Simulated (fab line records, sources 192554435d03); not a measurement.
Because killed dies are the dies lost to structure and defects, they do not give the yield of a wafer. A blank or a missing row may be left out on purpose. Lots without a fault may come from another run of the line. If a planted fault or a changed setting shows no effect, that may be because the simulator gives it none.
Lot-split experiment + flow n5-finfet + on a route of 1938 steps: 7 lots, 21 wafers read

## ON THE SPLIT
At N5_BEOL_M14_COAT_04 (resist thk 800 nm), the setting spin-rpm was moved away from the recipe's 1704 rpm on 10 of the 21 wafers read, by -7.9% to +10.4%. The other wafers ran this setting at the recipe's value.

## FROM THE SPLIT TO THE READING: what the file shows between them, 4 steps
- N5_BEOL_M14_EBR_06
- N5_BEOL_M14_SOFTBAKE_05: time 60 s
- N5_BEOL_M14_DESCUM_15: chemistry O2, time 7.9 s
- N5_BEOL_M14_ETCH_59: etches BARC in N2/H2, target depth 89 nm, overetch 26.7 nm, time 67.9 s

## THE READING
coat_of_BEOL_M14_COAT_04.thk-nm (the simulator's own value, which no gauge read), in nm, at N5_BEOL_M14_VIA_ETCH_16 (etches SiO2 in C4F8/O2/Ar, target depth 1231.3 nm). The file does not state a usual value for it. Average 456.5 nm, standard deviation 5.6 nm, over the 11 wafers here run with the recipe.

| wafer  | tool, chamber at the split | spin-rpm as run, rpm | against the recipe | coat_of_BEOL_M14_COAT_04.thk-nm, nm | against lot-mates on the recipe |
|--------|----------------------------|----------------------|--------------------|-------------------------------------|---------------------------------|
| L076.1 | litho-track-02, 0          | 1604                 | -5.9%              | 473.8                               | +14.4                           |
| L076.4 | litho-track-02, 0          | 1704                 | recipe             | 461                                 | -                               |
| L076.6 | litho-track-02, 0          | 1704                 | recipe             | 457.8                               | -                               |
| L079.1 | litho-track-04, 0          | 1585                 | -7.0%              | 488.6                               | +40.8                           |
| L079.3 | litho-track-04, 0          | 1704                 | recipe             | 447.8                               | -                               |
| L079.6 | litho-track-04, 0          | 1585                 | -7.0%              | 480.4                               | +32.6                           |
| L080.1 | litho-track-05, 0          | 1570                 | -7.9%              | 492.8                               | +43.6                           |
| L080.3 | litho-track-05, 0          | 1704                 | recipe             | 449.2                               | -                               |
| L080.4 | litho-track-05, 0          | 1570                 | -7.9%              | 484.2                               | +35.0                           |
| L082.2 | litho-track-02, 0          | 1881                 | +10.4%             | 411.2                               | -42.0                           |
| L082.3 | litho-track-02, 0          | 1881                 | +10.4%             | 416.4                               | -36.8                           |
| L082.5 | litho-track-02, 0          | 1704                 | recipe             | 453.2                               | -                               |
| L086.2 | litho-track-04, 0          | 1704                 | recipe             | 454                                 | -                               |
| L086.3 | litho-track-04, 0          | 1704                 | recipe             | 465.8                               | -                               |
| L086.5 | litho-track-04, 0          | 1704                 | recipe             | 460                                 | -                               |
| L089.2 | litho-track-04, 0          | 1764                 | +3.5%              | 435.8                               | -19.6                           |
| L089.4 | litho-track-04, 0          | 1704                 | recipe             | 455.4                               | -                               |
| L089.6 | litho-track-04, 0          | 1764                 | +3.5%              | 430.8                               | -24.6                           |
| L090.1 | litho-track-02, 0          | 1615                 | -5.2%              | 478                                 | +19.3                           |
| L090.5 | litho-track-02, 0          | 1704                 | recipe             | 464.4                               | -                               |
| L090.6 | litho-track-02, 0          | 1704                 | recipe             | 453                                 | -                               |

FIT RESULTS
A straight line over all 21 wafers: coat_of_BEOL_M14_COAT_04.thk-nm changes by -4.15 nm for each +1% of spin-rpm; r = -0.97; the points scatter about the line by 5.6 nm.
The same after taking each lot's own level away (the mean of its wafers on the recipe; 21 wafers): -4.37 nm for each +1%; r = -0.97; scatter 5.9 nm.
The reading moves by 45 nm for the largest change in spin-rpm, on that fit.
The lots' own levels span 447.80 to 459.93 nm, that is 2.2 times the standard deviation above.
The two slopes agree, so the slope changes little with the lot-to-lot level.
Check: with one of the wafers moved furthest among these (+10.4%) left out of the fit, the line predicts -46.3 nm for it against its lot-mates. Against them it came out at -42 nm.

## ADDITIONAL SPLITS CARRIED BY THESE WAFERS
Other splits were also applied to these wafers ahead of the reading. Each is held against what the fit with the lots' levels taken away leaves over:
| other split on the same wafers    | wafers away from the commonest value | r with coat_of_BEOL_M14_COAT_04.thk-nm (lot level and that fit taken away) |
|-----------------------------------|--------------------------------------|----------------------------------------------------------------------------|
| N5_BEOL_M11_ILD_DEP_00 time-s     | 9                                    | +0.21                                                                      |
| N5_BEOL_M11_PECVD_70 time-s       | 6                                    | +0.14                                                                      |
| N5_BEOL_M12_ILD_DEP_00 time-s     | 9                                    | +0.34                                                                      |
| N5_BEOL_M13_EXPOSE_07 dose-mj     | 5                                    | +0.18                                                                      |
| N5_BEOL_M13_CMP_49 down-force-psi | 10                                   | +0.20                                                                      |

## THE WHOLE CHAIN: every reading that the file lists as answering this split, in the file's order
| step                    | what it does                                                            | reading                                                                          | change (the file's fit)              | r (the file's) |
|-------------------------|-------------------------------------------------------------------------|----------------------------------------------------------------------------------|--------------------------------------|----------------|
| N5_BEOL_M14_COAT_04     | resist thk 800 nm                                                       | coat_of_BEOL_M14_COAT_04.thk-nm (the simulator's own value, which no gauge read) | -4 nm for each +1% of the setting    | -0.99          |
| N5_BEOL_M14_ETCH_59     | etches BARC in N2/H2, target depth 89 nm, overetch 26.7 nm, time 67.9 s | coat_of_BEOL_M14_COAT_04.thk-nm (the simulator's own value, which no gauge read) | -4.07 nm for each +1% of the setting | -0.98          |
| N5_BEOL_M14_VIA_ETCH_16 | etches SiO2 in C4F8/O2/Ar, target depth 1231.3 nm                       | coat_of_BEOL_M14_COAT_04.thk-nm (the simulator's own value, which no gauge read) | -4.23 nm for each +1% of the setting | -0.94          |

## FILE'S OWN FIT
coat_of_BEOL_M14_COAT_04.thk-nm changes by -4.23 nm for each +1% of spin-rpm, r = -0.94.
